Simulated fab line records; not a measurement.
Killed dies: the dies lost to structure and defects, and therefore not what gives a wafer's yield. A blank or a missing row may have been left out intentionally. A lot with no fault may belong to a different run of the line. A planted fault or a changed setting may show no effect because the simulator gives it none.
Chamber matching	flow n5_finfet	4 sister chambers for N5_MOL_CONTACT_COAG_CMP_23 on cmp-04
The step polishes, stops on SiO2, t overpolish 1.5 s, target thk 0 nm. 4 wafers are shown with their chamber, then 6 later ones without.

## EACH WAFER AND ITS CHAMBER
wafer	chamber	motor_current_A (A)
L084.4	1	7.8
L086.1	0	7.9
L087.3	3	7.9
L092.2	2	8.4

## WAFERS MISSING THEIR CHAMBER
wafer	motor_current_A (A)
L092.4	7.9
L095.1	7.6
L095.3	8.0
L095.4	8.3
L097.1	7.9
L097.2	7.8

## EACH ONE'S CHAMBER
wafer	from the rows above	in truth
L092.4	can't be placed: 0 or 3 or 1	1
L095.1	can't be placed: 1 or 0 or 3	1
L095.3	can't be placed: 0 or 3 or 1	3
L095.4	2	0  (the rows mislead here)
L097.1	can't be placed: 0 or 3 or 1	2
L097.2	can't be placed: 1 or 0 or 3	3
Correct placement for 0 of the 6. Not placeable from these rows: 5 (in 4, the candidates include the true chamber). 1 placed wrongly.
How it was worked out, from the rows above alone: a wafer's distance from a chamber is the root of the sum, over the readings, of the square of ((its reading less the chamber's mean) divided by the reading's scatter). If the next closest chamber is less than 2 further off than the closest, the wafer can't be placed; otherwise it belongs to the closest. Each chamber's mean is taken over the wafers shown for it. The scatter (one wafer shown for each chamber): square how far every hidden wafer sits from the nearest shown wafer, average those squares and take the square root.
